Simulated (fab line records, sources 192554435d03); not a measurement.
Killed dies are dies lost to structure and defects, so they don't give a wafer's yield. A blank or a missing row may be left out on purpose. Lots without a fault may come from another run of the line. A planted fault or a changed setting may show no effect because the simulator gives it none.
fab line records | flow n5_finfet
record lots=6 wafers=18 last_day=16
route steps=1938 shown PASSIVATION@1904
lots that met no fault: from a run of the same line without faults
start_h: hours from the record's first day to the start of the lot's first wafer shown | wait_h: hours since the lot's step before | " the same as in the row above | L1.1+2: a row that stands for several wafers | - no value, or no start given | * or withheld: withheld | < > ~ a bound
route shown NAME@n: a module of which the file shows steps, and the number in the route of the first | usual: mean/standard deviation of fault-free wafers | same: alike in all rows | chamber/n: place in a boat | sites: the reading at each site | _std_site: their standard deviation | _edge_site: outer sites' mean less inner sites' | radius_mm: how far each site lies from the wafer's centre | mask NAME#n: copy n | behind: the tool/chamber that last shaped the wafer | hold: why the lot was held/for how many hours/how that ended | device: the transistor (n, p or np) that didn't switch | end of line: the same wafers' tests at the end of the route | a step without rows: its recipe alone | killed: dies lost to structure and defects at the first sort, not the wafer's yield | map: a wafer's dies, x killed, . not, _ none there
set.NAME: the setting as run; set.NAME@STEP: as run at that earlier step | model.NAME: the simulator's own value behind a step, which no gauge read
lots at some steps of the route; a table a step, a row a wafer
services: from which hour (start_h, from the record's first day; less than 0 if before it) a tool's chamber was out of use, for how many hours, and why
## steps
# step N5_PASSIVATION_HARDBAKE_31
# recipe temp_c=130 time_s=120
# step N5_PASSIVATION_CD_MEAS_30
# recipe target_cd_nm=4000 landing_energy_ev=500 detector=se_inlens polarity=opening
# usual cd_nm=4000.2/1.5
# columns lot.wafer tool chamber start_h wait_h cd_nm
L841.2 cd_sem-01 0 289.65 - 3999.9
L841.3 " 0 " " 3999.5
L841.6 " 0 " " 3999.0
L843.1 cd_sem-03 0 306.63 - 3997.9
L843.3 " 0 " " 3995.9
L843.4 " 0 " " 4000.5
L852.3 cd_sem-02 0 356.54 - 3999.9
L852.5 " 0 " " 3999.5
L852.6 " 0 " " 4000.8
L853.4 cd_sem-03 0 357.06 - 3999.3
L853.5 " 0 " " 3999.0
L853.6 " 0 " " 4000.0
L855.1 cd_sem-02 0 369.05 - 4000.7
L855.2 " 0 " " 4000.0
L855.3 " 0 " " 4000.3
L856.2 cd_sem-01 0 377.63 - 4000.0
L856.3 " 0 " " 4002.1
L856.5 " 0 " " 4001.5
# step N5_PASSIVATION_OVL_MEAS_63
# recipe points_per_wafer=44
# usual PAD_OVL=0/4.9
# columns lot.wafer tool chamber start_h wait_h PAD_OVL[nm]
L841.2 overlay-01 0 289.68 0.0 -3
L841.3 " 0 " " 4
L841.6 " 0 " " -3
L843.1 overlay-02 0 306.66 0.0 -6
L843.3 " 0 " " -10
L843.4 " 0 " " -12
L852.3 overlay-02 0 356.57 0.0 -10
L852.5 " 0 " " -8
L852.6 " 0 " " 4
L853.4 overlay-02 0 357.09 0.0 4
L853.5 " 0 " " 0
L853.6 " 0 " " 5
L855.1 overlay-01 0 369.08 0.0 -8
L855.2 " 0 " " -8
L855.3 " 0 " " -7
L856.2 overlay-01 0 377.66 0.0 3
L856.3 " 0 " " 8
L856.5 " 0 " " 4
# step N5_PASSIVATION_INSPECT_64
# recipe mode=adi inspect_instrument=macro
# usual raw_defect_count=2.1/1.5
# columns lot.wafer tool chamber start_h wait_h raw_defect_count
L841.2 defect_inspect-01 - 289.70 0.0 3
L841.3 " - " " 2
L841.6 " - " " 4
L843.1 defect_inspect-01 - 306.69 0.0 0
L843.3 " - " " 2
L843.4 " - " " 1
L852.3 defect_inspect-02 - 356.59 0.0 1
L852.5 " - " " 2
L852.6 " - " " 1
L853.4 defect_inspect-01 - 357.12 0.0 1
L853.5 " - " " 1
L853.6 " - " " 0
L855.1 defect_inspect-02 - 369.11 0.0 4
L855.2 " - " " 1
L855.3 " - " " 4
L856.2 defect_inspect-01 - 377.68 0.0 3
L856.3 " - " " 2
L856.5 " - " " 1
# step N5_PASSIVATION_DESCUM_32
# recipe chemistry=O2 time_s=7.9 source_power_w=50 bias_power_w=20 pressure_mtorr=20 rf_frequency_hz=2.712e+07 temp_c=40 o2_flow_sccm=225
# usual drypump_motor_current_A=5.7/0.46 oes_product_au=0.79/0.082 rf_vpp_V=243.3/1.4 showerhead_plenum_p_Torr=2.11/0.078 throttle_valve_pct=20.41/0.22
# columns lot.wafer tool chamber start_h wait_h drypump_motor_current_A oes_product_au rf_hours_counter_h rf_vpp_V showerhead_plenum_p_Torr throttle_valve_pct
L841.2 rie_diel-01 1 289.76 0.1 5.6 0.79 102 244.9 2.19 20.21
L841.3 " 0 " " 5.7 0.69 230 241.2 1.97 20.66
L841.6 " 3 " " 6.2 0.73 - 245.5 2.17 20.46
L843.1 rie_diel-01 1 306.91 0.2 5.6 0.78 107 243.0 2.18 20.22
L843.3 " 2 " " 5.0 0.94 13 242.0 2.14 20.40
L843.4 " 0 " " 5.7 0.69 235 242.4 1.97 20.68
L852.3 rie_diel-01 1 356.62 0.0 5.6 0.77 127 243.1 2.18 20.26
L852.5 " 2 " " 5.0 0.89 - 242.4 2.13 20.44
L852.6 " 1 " " 5.6 0.77 - 244.8 2.18 20.24
L853.4 rie_diel-02 3 357.15 0.0 5.9 0.70 195 241.6 1.99 20.32
L853.5 " 1 " " 6.5 0.89 - 243.1 2.14 20.19
L853.6 " 2 " " 6.1 0.73 - 244.0 2.18 20.41
L855.1 rie_diel-06 1 369.15 0.0 5.0 0.82 81 240.7 2.02 20.25
L855.2 " 2 " " 5.4 0.68 248 242.2 2.14 20.92
L855.3 " 0 " " 5.7 0.82 93 241.9 2.02 20.34
L856.2 rie_diel-06 2 377.72 0.0 5.4 0.68 252 244.7 2.14 20.95
L856.3 " 0 " " 5.7 0.82 97 243.4 2.02 20.32
L856.5 " 2 " " 5.4 0.68 - 243.1 2.14 20.93
# step N5_PASSIVATION_AL_ETCH_33
# recipe chemistry=Cl2/BCl3 target_depth_a=28000 over_etch_frac=0.15 Cl2_flow_sccm=180 bcl3_flow_sccm=60 target=Al stop_on=TaN time_s=466.7 ion_energy_ev=100 pressure_mtorr=10 icp_w=900 bias_w=100
# usual drypump_motor_current_A=5.8/0.45 oes_product_au=0.67/0.069 throttle_valve_pct=34.11/0.2
# same over_etch_frac=0.15
# columns lot.wafer tool chamber start_h wait_h drypump_motor_current_A oes_product_au rf_hours_counter_h throttle_valve_pct
L841.2 rie_metal-02 0 289.85 0.1 5.2 0.78 15 34.10
L841.3 " 0 " " 5.3 0.78 - 34.10
L841.6 " 1 " " 6.0 0.64 - 34.13
L843.1 rie_metal-03 0 307.00 0.1 5.4 0.63 72 34.38
L843.3 " 1 " " 5.8 0.63 - 34.26
L843.4 " 0 " " 5.4 0.63 - 34.38
L852.3 rie_metal-02 0 356.85 0.2 5.2 0.75 - 34.13
L852.5 " 0 " " 5.2 0.75 - 34.12
L852.6 " 1 " " 6.0 0.63 - 34.16
L853.4 rie_metal-03 1 357.37 0.2 5.8 0.62 - 34.27
L853.5 " 0 " " 5.4 0.62 - 34.37
L853.6 " 1 " " 5.8 0.62 - 34.27
L855.1 rie_metal-03 1 369.32 0.1 5.8 0.62 83 34.24
L855.2 " 0 " " 5.4 0.63 78 34.36
L855.3 " 1 " " 5.8 0.62 - 34.27
L856.2 rie_metal-03 0 377.94 0.2 5.4 0.62 - 34.38
L856.3 " 0 " " 5.4 0.62 - 34.39
L856.5 " 0 " " 5.4 0.61 - 34.40
# step N5_PASSIVATION_ETCH_59
# recipe chemistry=Cl2/BCl3 target=TaN target_depth_a=650 time_s=34.9 ion_energy_ev=100 pressure_mtorr=10 icp_w=900 bias_w=100 Cl2_flow_sccm=60 bcl3_flow_sccm=30
# usual drypump_motor_current_A=5.8/0.45 oes_product_au=0.74/0.08 throttle_valve_pct=20.95/0.17
# columns lot.wafer tool chamber start_h wait_h drypump_motor_current_A oes_product_au rf_hours_counter_h throttle_valve_pct
L841.2 rie_metal-02 0 290.25 0.3 5.2 0.90 15 20.80
L841.3 " 0 " " 5.2 0.89 - 20.79
L841.6 " 1 " " 6.0 0.73 - 20.95
L843.1 rie_metal-03 0 307.40 0.3 5.4 0.70 72 21.14
L843.3 " 1 " " 5.8 0.69 - 21.12
L843.4 " 0 " " 5.3 0.70 - 21.15
L852.3 rie_metal-02 0 357.15 0.2 5.2 0.84 - 20.85
L852.5 " 0 " " 5.2 0.86 - 20.85
L852.6 " 1 " " 6.0 0.70 - 21.00
L853.4 rie_metal-03 1 357.67 0.2 5.8 0.68 - 21.15
L853.5 " 0 " " 5.4 0.70 - 21.17
L853.6 " 1 " " 5.8 0.67 - 21.14
L855.1 rie_metal-03 1 369.72 0.3 5.8 0.67 84 21.14
L855.2 " 0 " " 5.3 0.70 78 21.18
L855.3 " 1 " " 5.8 0.67 - 21.15
L856.2 rie_metal-03 0 378.64 0.6 5.4 0.69 - 21.17
L856.3 " 0 " " 5.4 0.69 - 21.16
L856.5 " 0 " " 5.4 0.69 - 21.17
# step N5_PASSIVATION_STRIP_34
# recipe chemistry=O2 power_w=600 temp_c=60 pressure_mtorr=30 rf_frequency_hz=6e+07 bias_power_w=0 overash_fraction=2 o2_flow_sccm=225
# usual drypump_motor_current_A=5.7/0.49 oes_product_au=0.79/0.085 rf_vpp_V=3.7/1.5 showerhead_plenum_p_Torr=2.11/0.073 throttle_valve_pct=16.68/0.24
# columns lot.wafer tool chamber start_h wait_h drypump_motor_current_A oes_product_au rf_hours_counter_h rf_vpp_V showerhead_plenum_p_Torr throttle_valve_pct
L841.2 rie_diel-06 3 290.37 0.1 6.4 0.72 174 2.5 2.08 16.94
L841.3 " 2 " " 5.4 0.70 218 2.9 2.16 17.10
L841.6 " 1 " " 5.0 0.85 - 4.6 2.03 16.45
L843.1 rie_diel-02 3 307.53 0.1 5.9 0.72 177 2.6 2.00 16.57
L843.3 " 1 " " 6.5 0.95 5 1.8 2.15 16.36
L843.4 " 2 " " 6.1 0.74 154 4.1 2.19 16.62
L852.3 rie_diel-06 1 357.26 0.1 5.0 0.82 - 3.6 2.02 16.50
L852.5 " 2 " " 5.5 0.69 - 2.7 2.15 17.21
L852.6 " 1 " " 5.0 0.80 - 3.8 2.02 16.49
L853.4 rie_diel-06 2 357.77 0.1 5.4 0.70 - 6.4 2.15 17.24
L853.5 " 1 " " 5.0 0.83 - 2.6 2.02 16.49
L853.6 " 2 " " 5.5 0.70 - 3.0 2.15 17.20
L855.1 rie_diel-01 3 369.84 0.1 6.2 0.72 203 1.8 2.17 16.79
L855.2 " 1 " " 5.6 0.76 133 4.1 2.18 16.52
L855.3 " 2 " " 5.0 0.88 38 3.6 2.13 16.70
L856.2 rie_diel-02 2 378.82 0.1 6.1 0.73 180 2.4 2.18 16.71
L856.3 " 0 " " 5.5 0.85 66 1.9 2.21 16.37
L856.5 " 0 " " 5.5 0.84 - 4.9 2.21 16.38
# step N5_PASSIVATION_STRIP_51
# recipe chemistry=post_etch_residue_remover time_s=1200 temp_c=72.5
# step N5_PASSIVATION_CLEAN_69
# recipe chemistry=IPA time_s=180 temp_c=25
# step N5_PASSIVATION_SRD_70
# recipe dry=ipa_marangoni time_s=30 temp_c=23 rinse_liquid=diw
# step N5_PASSIVATION_PECVD_53
# recipe material=SiO2 target_thk_a=8000 temp_c=400 precursor=TEOS/O2 pressure_torr=6.5 rf_w=withheld teos_flow_sccm=withheld gas=O2 flow_sccm=2650 time_s=169.4
# step N5_PASSIVATION_PECVD_35
# recipe material=SiNx target_thk_a=7000 temp_c=400 precursor=SiH4/NH3/N2 pressure_torr=4.9 rf_w=1406 time_s=151.3
# usual heater_power_w=372/110 showerhead_plenum_p_Torr=8.65/0.068 showerhead_vpp_V=2296/71 throttle_valve_pct=28.3/0.9
# columns lot.wafer tool chamber start_h wait_h heater_power_w showerhead_plenum_p_Torr showerhead_vpp_V since_wet_clean_h throttle_valve_pct
L841.2 pecvd-01 1 291.39 0.1 326 8.80 2360 2083 29.5
L841.3 " 0 " " 410 8.65 2190 1358 29.4
L841.6 " 1 " " 201 8.81 2355 - 29.4
L843.1 pecvd-04 0 308.15 0.1 296 8.62 2197 1012 28.5
L843.3 " 1 " " 494 8.65 2324 1737 27.4
L843.4 " 2 " " 559 8.62 2320 - 27.2
L852.3 pecvd-04 1 357.87 0.1 527 8.64 2331 1787 27.1
L852.5 " 1 " " 360 8.65 2324 - 27.2
L852.6 " 0 " " 297 8.63 2195 - 28.5
L853.4 pecvd-04 1 358.44 0.1 469 8.60 2352 - 27.2
L853.5 " 0 " " 309 8.60 2192 - 28.3
L853.6 " 2 " " 495 8.65 2264 - 27.9
L855.1 pecvd-02 1 370.45 0.1 264 8.78 2485 1618 30.8
L855.2 " 0 " " 361 8.59 2435 893 29.9
L855.3 " 2 " " 270 8.60 2266 139 27.4
L856.2 pecvd-01 0 379.83 0.1 434 8.63 2210 1446 29.0
L856.3 " 2 " " 327 8.57 2362 692 28.4
L856.5 " 2 " " 205 8.58 2377 - 28.0
# step N5_PASSIVATION_HMDS_37
# recipe time_s=60 temp_c=120
# step N5_PASSIVATION_COAT_38
# recipe spin_rpm=3000 resist_thk_nm=withheld
# step N5_PASSIVATION_EBR_40
# recipe solvent=PGMEA ebr_width_mm=1.5
# step N5_PASSIVATION_SOFTBAKE_39
# recipe temp_c=110 time_s=120
# step N5_PASSIVATION_EXPOSE_41
# recipe mask_id=PASS_OPEN na=0.55 defocus_nm=0 source_shape=conventional sigma_outer=0.8 polarization=unpolarized target_cd_nm=40000 dose_mj=57.25
# step N5_PASSIVATION_PEB_42
# recipe peb_temp_c=withheld peb_time_s=*
# step N5_PASSIVATION_DEVELOP_43
# recipe develop_time_s=60 rinse_liquid=diw dry=air_spin dev_temp_c=21
# step N5_PASSIVATION_HARDBAKE_45
# recipe temp_c=130 time_s=120
# step N5_PASSIVATION_CD_MEAS_44
# recipe target_cd_nm=40000 landing_energy_ev=500 detector=se_inlens
# usual cd_nm=40001/3
# columns lot.wafer tool chamber start_h wait_h cd_nm
L841.2 cd_sem-02 0 291.94 - 40003
L841.3 " 0 " " 40001
L841.6 " 0 " " 40001
L843.1 cd_sem-02 0 308.58 - 39999
L843.3 " 0 " " 39999
L843.4 " 0 " " 40001
L852.3 cd_sem-03 0 358.43 - 39998
L852.5 " 0 " " 40002
L852.6 " 0 " " 40002
L853.4 cd_sem-03 0 358.95 - 40001
L853.5 " 0 " " 40002
L853.6 " 0 " " 40005
L855.1 cd_sem-02 0 370.88 - 40002
L855.2 " 0 " " 40000
L855.3 " 0 " " 39999
L856.2 cd_sem-03 0 380.40 - 39995
L856.3 " 0 " " 39994
L856.5 " 0 " " 39996
# step N5_PASSIVATION_OVL_MEAS_66
# recipe points_per_wafer=44
# usual PASS_OPEN_OVL=-3/4.5
# columns lot.wafer tool chamber start_h wait_h PASS_OPEN_OVL[nm]
L841.2 overlay-01 0 291.97 0.0 4
L841.3 " 0 " " -6
L841.6 " 0 " " -3
L843.1 overlay-02 0 308.61 0.0 -4
L843.3 " 0 " " -7
L843.4 " 0 " " -7
L852.3 overlay-01 0 358.46 0.0 6
L852.5 " 0 " " 3
L852.6 " 0 " " -1
L853.4 overlay-01 0 358.97 0.0 1
L853.5 " 0 " " -1
L853.6 " 0 " " 7
L855.1 overlay-02 0 370.91 0.0 4
L855.2 " 0 " " 5
L855.3 " 0 " " 11
L856.2 overlay-02 0 380.43 0.0 2
L856.3 " 0 " " -5
L856.5 " 0 " " 1
# step N5_PASSIVATION_INSPECT_67
# recipe mode=adi inspect_instrument=macro
# usual raw_defect_count=2.2/1.5
# columns lot.wafer tool chamber start_h wait_h raw_defect_count
L841.2 defect_inspect-01 - 292.00 0.0 1
L841.3 " - " " 2
L841.6 " - " " 3
L843.1 defect_inspect-02 - 308.63 0.0 2
L843.3 " - " " 3
L843.4 " - " " 3
L852.3 defect_inspect-01 - 358.48 0.0 0
L852.5 " - " " 4
L852.6 " - " " >300
L853.4 defect_inspect-01 - 359.00 0.0 4
L853.5 " - " " >300
L853.6 " - " " 3
L855.1 defect_inspect-01 - 370.94 0.0 3
L855.2 " - " " 0
L855.3 " - " " 1
L856.2 defect_inspect-01 - 380.45 0.0 4
L856.3 " - " " 2
L856.5 " - " " 3
# step N5_PASSIVATION_DESCUM_46
# recipe chemistry=O2 time_s=7.9 source_power_w=50 bias_power_w=20 pressure_mtorr=20 rf_frequency_hz=2.712e+07 temp_c=40 o2_flow_sccm=225
# usual drypump_motor_current_A=5.8/0.46 oes_product_au=0.79/0.085 rf_vpp_V=243.4/1.5 showerhead_plenum_p_Torr=2.11/0.082 throttle_valve_pct=20.37/0.21
# columns lot.wafer tool chamber start_h wait_h drypump_motor_current_A oes_product_au rf_hours_counter_h rf_vpp_V showerhead_plenum_p_Torr throttle_valve_pct
L841.2 rie_diel-06 3 292.10 0.1 6.4 0.74 174 242.9 2.08 20.72
L841.3 " 0 " " 5.7 0.85 66 241.1 2.03 20.28
L841.6 " 0 " " 5.7 0.85 - 241.3 2.03 20.28
L843.1 rie_diel-02 2 308.94 0.3 6.1 0.74 155 242.8 2.19 20.38
L843.3 " 0 " " 5.5 0.88 41 244.1 2.22 20.11
L843.4 " 1 " " 6.5 0.95 5 245.3 2.14 20.18
L852.3 rie_diel-01 1 358.54 0.1 5.6 0.77 128 243.0 2.18 20.26
L852.5 " 1 " " 5.6 0.76 - 243.9 2.18 20.26
L852.6 " 2 " " 5.0 0.90 - 244.2 2.13 20.42
L853.4 rie_diel-02 1 359.03 0.0 6.5 0.89 23 242.3 2.14 20.21
L853.5 " 1 " " 6.5 0.90 - 240.8 2.14 20.19
L853.6 " 2 " " 6.1 0.73 - 244.6 2.18 20.41
L855.1 rie_diel-02 0 370.98 0.0 5.5 0.84 62 245.2 2.21 20.15
L855.2 " 1 " " 6.5 0.89 27 244.5 2.13 20.19
L855.3 " 2 " " 6.1 0.72 177 244.7 2.18 20.44
L856.2 rie_diel-06 1 380.51 0.1 5.0 0.81 86 242.7 2.01 20.27
L856.3 " 0 " " 5.7 0.80 98 242.2 2.02 20.35
L856.5 " 2 " " 5.4 0.67 - 243.8 2.14 20.93
# step N5_PASSIVATION_PROBE_49
# usual defect_limited_yield=91.2/1.4 killed_at_M0_to_M3=34/9.4 killed_at_M4_up=13/5.8 killed_at_contacts=13/6.4 killed_at_front_end=41/11 killed_at_other=3.1/2.3 killed_dies=103/16 killed_on_rim=13/3.4 killed_open=69/12 killed_short=33/7.8 sort_bin_5_function=5.1/0.91 sort_bin_6_memory=3.3/0.63 sort_n_pass=1077/16 sort_yield_pct=91.2/1.4
# same gross_dies=1180 killed_at_back_side=0 sort_bin_4_leakage[%]=0 sort_bin_8_speed[%]=0
# columns lot.wafer tool chamber start_h wait_h defect_limited_yield[%] killed_at_M0_to_M3 killed_at_M4_up killed_at_contacts killed_at_front_end killed_at_other killed_dies killed_on_rim killed_open killed_short sort_bin_5_function[%] sort_bin_6_memory[%] sort_n_pass sort_yield_pct[%]
L841.2 prober-02 - 295.19 0.1 92.2 28 9 16 33 6 92 15 62 30 5.1 2.6 1088 92.2
L841.3 prober-02 - 295.24 0.1 91.0 36 12 6 49 3 106 11 54 50 5.8 2.7 1074 91.0
L841.6 prober-02 - 295.39 0.3 92.4 39 8 0 36 7 90 12 54 33 4.2 3.3 1090 92.4
L852.3 prober-02 - 361.70 0.1 92.3 35 12 8 32 4 91 10 65 24 3.8 3.6 1089 92.3
L852.5 prober-02 - 361.80 0.2 92.4 42 14 6 27 1 90 13 72 18 5.1 2.5 1090 92.4
L852.6 prober-02 - 361.85 0.3 82.5 46 16 1 46 98 207 28 78 33 11.0 4.4 973 82.5
L853.4 prober-01 - 362.22 0.2 93.6 24 5 8 36 2 75 11 43 32 4.0 2.2 1105 93.6
L853.5 prober-01 - 362.27 0.2 81.4 34 6 23 48 109 220 33 73 44 11.9 4.5 960 81.4
L853.6 prober-01 - 362.32 0.3 91.2 43 8 15 34 4 104 14 65 39 5.2 3.3 1076 91.2
L855.1 prober-01 - 374.02 0.0 93.1 42 9 7 21 3 82 7 48 32 4.0 2.5 1098 93.1
L855.2 prober-01 - 374.07 0.1 93.9 22 14 9 19 8 72 11 51 20 3.1 2.6 1108 93.9
L855.3 prober-01 - 374.12 0.1 93.5 29 16 10 17 5 77 10 46 31 2.9 3.3 1103 93.5
L856.2 prober-02 - 384.08 0.1 89.7 49 11 9 46 7 122 14 85 36 6.1 3.5 1058 89.7
L856.3 prober-02 - 384.13 0.1 91.9 44 16 9 25 2 96 17 65 28 5.0 3.1 1084 91.9
L856.5 prober-02 - 384.23 0.2 90.9 37 14 10 46 0 107 12 64 39 4.7 3.6 1073 90.9
# killed by level:class
L841.2 MOL_CONTACT_COAG:geometric_particle:open=13 BEOL_M2:geometric_particle:open=12 FIN_SAQP:geometric_particle:open=7 DUMMY_GATE:geometric_particle:open=5 BEOL_M0_SAQP:geometric_particle:open=5 BEOL_M2:geometric_particle:short=5 GATE_CUT:geometric_particle:short=4 STI_FIN_REVEAL:geometric_particle:open=3
L841.3 BEOL_M0_SAQP:geometric_particle:short=12 GATE_CUT:geometric_particle:short=11 STI_FIN_REVEAL:geometric_particle:open=10 BEOL_M0_SAQP:geometric_particle:open=7 FIN_SAQP:geometric_particle:short=6 BEOL_M2:geometric_particle:short=6 FIN_SAQP:geometric_particle:open=5 MOL_CONTACT_COAG:geometric_particle:open=5
L841.6 DUMMY_GATE:geometric_particle:open=8 BEOL_M0_SAQP:geometric_particle:open=8 BEOL_M0:geometric_particle:open=8 BEOL_M3:geometric_particle:open=7 GATE_CUT:geometric_particle:short=6 BEOL_M0_SAQP:geometric_particle:short=5 BEOL_M2:geometric_particle:open=4 STARTING-WAFER:geometric_particle:open=3
L852.3 BEOL_M0_SAQP:geometric_particle:open=8 BEOL_M2:geometric_particle:open=8 ILD0:geometric_particle:short=7 ILD0:geometric_particle:open=7 MOL_CONTACT_COAG:geometric_particle:open=7 BEOL_M1:geometric_particle:open=6 BEOL_M0_SAQP:geometric_particle:short=5 BEOL_M3:geometric_particle:open=5
L852.5 STI_FIN_REVEAL:geometric_particle:open=12 BEOL_M2:geometric_particle:open=12 BEOL_M1:geometric_particle:open=10 BEOL_M3:geometric_particle:open=9 MOL_CONTACT_COAG:geometric_particle:open=5 BEOL_M0_SAQP:geometric_particle:open=5 BEOL_M4:geometric_particle:open=5 DUMMY_GATE:geometric_particle:short=3
L852.6 PASSIVATION:unspecified=96 STI_FIN_REVEAL:geometric_particle:open=17 BEOL_M1:geometric_particle:open=13 BEOL_M2:geometric_particle:open=11 BEOL_M3:geometric_particle:open=8 BEOL_M4:geometric_particle:open=6 GATE_CUT:geometric_particle:open=5 BEOL_M1:geometric_particle:short=5
L853.4 BEOL_M0_SAQP:geometric_particle:short=9 MOL_CONTACT_COAG:geometric_particle:open=8 DUMMY_GATE:geometric_particle:open=5 GATE_CUT:geometric_particle:open=5 GATE_CUT:geometric_particle:short=5 FIN_SAQP:geometric_particle:short=4 FIN_SAQP:geometric_particle:open=3 STI_FIN_REVEAL:geometric_particle:open=3
L853.5 PASSIVATION:unspecified=103 MOL_CONTACT_COAG:geometric_particle:open=19 FIN_SAQP:geometric_particle:open=13 BEOL_M0_SAQP:geometric_particle:short=12 FIN_SAQP:geometric_particle:short=10 BEOL_M0_SAQP:geometric_particle:open=9 STI_FIN_REVEAL:geometric_particle:open=8 GATE_CUT:geometric_particle:short=6
L853.6 BEOL_M0_SAQP:geometric_particle:open=20 BEOL_M0_SAQP:geometric_particle:short=15 MOL_CONTACT_COAG:geometric_particle:open=11 FIN_SAQP:geometric_particle:short=7 DUMMY_GATE:geometric_particle:open=7 GATE_CUT:geometric_particle:short=4 MOL_CONTACT_COAG:geometric_particle:short=4 STARTING-WAFER:geometric_particle:open=4
L855.1 BEOL_M0_SAQP:geometric_particle:short=8 MOL_CONTACT_COAG:geometric_particle:open=7 BEOL_M0_SAQP:geometric_particle:open=7 BEOL_M3:geometric_particle:short=7 BEOL_M1:geometric_particle:open=6 BEOL_M3:geometric_particle:open=6 STI_FIN_REVEAL:geometric_particle:open=5 STARTING-WAFER:geometric_particle:open=4
L855.2 BEOL_M4:geometric_particle:open=8 MOL_CONTACT_COAG:geometric_particle:open=7 BEOL_M3:geometric_particle:open=7 STI_FIN_REVEAL:geometric_particle:open=6 BEOL_M0_SAQP:geometric_particle:short=5 BEOL_M3:geometric_particle:short=4 BEOL_M5:geometric_particle:open=3 FIN_SAQP:geometric_particle:open=2
L855.3 BEOL_M3:geometric_particle:open=8 MOL_CONTACT_COAG:geometric_particle:open=7 STI_FIN_REVEAL:geometric_particle:open=5 BEOL_M0_SAQP:geometric_particle:short=5 BEOL_M4:geometric_particle:open=5 BEOL_M4:geometric_particle:short=5 BEOL_M2:geometric_particle:short=4 GATE_CUT:geometric_particle:short=3
L856.2 BEOL_M0_SAQP:geometric_particle:open=13 DUMMY_GATE:geometric_particle:open=10 BEOL_M2:geometric_particle:open=10 BEOL_M1:geometric_particle:open=9 MOL_CONTACT_COAG:geometric_particle:open=8 BEOL_M0_SAQP:geometric_particle:short=7 BEOL_M1:geometric_particle:short=6 FIN_SAQP:geometric_particle:short=5
L856.3 BEOL_M1:geometric_particle:open=15 BEOL_M0_SAQP:geometric_particle:open=13 MOL_CONTACT_COAG:geometric_particle:open=9 GATE_CUT:geometric_particle:short=5 DUMMY_GATE:geometric_particle:open=4 BEOL_M5:geometric_particle:open=4 GATE_CUT:geometric_particle:open=4 FIN_SAQP:geometric_particle:short=3
L856.5 BEOL_M2:geometric_particle:open=9 BEOL_M0_SAQP:geometric_particle:open=7 FIN_SAQP:geometric_particle:open=6 MOL_CONTACT_COAG:geometric_particle:open=6 GATE_CUT:geometric_particle:short=6 BEOL_M0_SAQP:geometric_particle:short=6 ILD0:geometric_particle:open=5 FIN_SAQP:geometric_particle:short=4
# map L852.6 (x killed, . not)
_________________....x.......________________
______________.........x........_____________
___________.....x..................__________
__________....x..x..x..............._________
________.............x.....x.........._______
_______.........x...x...x.x.........x..______
______.x................x..............._____
_____............x....xxx............x...____
____............x..x...............x......___
___........................x...............__
___.x......xx.x.x............x.............__
__.....................x....x....x...x......_
__..........x.x..........................x.x_
_...........x..x............x.x..............
_..x.x...........x.x.....................x...
_xx.................xx.......................
_x.....x..............................x......
_...x..............x................x........
_...x.........xx......x.....xx..............x
_...x.......x............x...................
_.x...........x..............xx....x.........
__.....x...................x.x....x..x..x..._
__......x......xxxx........................._
___.x.............x...........x......x.....__
___.........x.....x.....x....xx..x.........__
____x..x...........x...x...x.x............___
_____x...x.........xxxxx.xx...x.........x____
______....x......xxxxxxxxxx............._____
_______.........x..xxxxxxxxx..x........______
________.....x...xxxxxxxxxxxxxx.x....._______
__________...x..xxxxxxxxxxxxx.xx..x._________
___________.....xxxxxxxxxxxxxxx.x..__________
______________xx.xxxxxxxxxxxx.x._____________
_________________.xxxxxxxxxxx________________
# map L853.5 (x killed, . not)
_________________........xx..________________
______________....xx............_____________
___________.......x...........x....__________
__________............x............x_________
________....x...x........x..x......x.._______
_______....xx.........x....x...x.......______
______xx...x.....x................x....._____
_____.............x.....x.....x..........____
____................xx.......x............___
___......x..x.......x........x....x.....x..__
___..................x.........x..........x__
__.............xx.....................x....._
__.......x................x........x........_
_....x..x.x.x.......x..............x.xx..x...
_........x............x.........x............
_................x...x..................x...x
_x.........x.......x.................x.......
_.......x........x...................x......x
_..........x.x................x...x..x..x....
_..........x..........x...........x........x.
_................x......................x....
__................x..........x....x........x_
__..x.......x..........x.........x...x......_
___...............x................x...x...__
___..x..xxx........xxx......x..............__
____x....x.......x.......x................___
_____..........x.x...xxxxx....x..x..x...x____
______.........xx.x.xxxxxxxx..x...x....._____
_______..x.....xxxxxxxxxxxxx.x.........______
________x..x...xxxxxxxxxxxxx.x....x..._______
__________....xxxxxxxxxxxxxxxx....x._________
___________x....xxxxxxxxxxxxxxxx...__________
______________x..xxxxxxxxxxxxxx._____________
_________________x.xxxxxxxxxx________________
## services
# columns tool chamber start_h hours kind
rie_diel-06 1 266.28 23.2 repair
pecvd-01 1 273.93 5.5 scheduled_down
rie_diel-02 1 277.02 - clean
rie_diel-02 1 277.02 - consumable_replace:focus_ring
rie_diel-02 1 277.02 15.9 scheduled_down
rie_diel-02 1 277.02 15.9 vent_cycle
rie_metal-03 - 279.19 0.3 repair
pecvd-01 0 308.57 10.3 repair
pecvd-04 - 324.79 6.0 pm
pecvd-01 - 334.76 2.8 pm
rie_diel-01 0 346.38 - clean
rie_diel-01 0 346.38 - consumable_replace:focus_ring
rie_diel-01 0 346.38 26.3 scheduled_down
rie_diel-01 0 346.38 26.3 vent_cycle
rie_diel-06 3 353.66 29.7 repair
rie_metal-03 - 361.15 1.4 pm
rie_diel-06 1 363.58 4.0 repair
pecvd-01 0 364.00 5.5 scheduled_down
rie_metal-03 1 373.33 35.5 repair
## key
first_sign step=N5_PASSIVATION_INSPECT_67 reading=raw_defect_count direction=up sigmas=99+ usual=2.2 struck=>300
effect step=N5_PASSIVATION_PROBE_49 reading=killed_at_other direction=up sigmas=44 usual=3.1 struck=103.5
more_kills_born_at N5_PASSIVATION_PECVD_35@pecvd-04=199
met_at N5_PASSIVATION_PECVD_35
struck_wafers L852.6,L853.5
onset_between 308.15 357.87
fault kind=chamber_particle_source tool=pecvd-04 chamber=0 onset_h=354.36 steps=N5_PASSIVATION_PECVD_35 rate_per_visit_cm2=0.91979 end_h=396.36
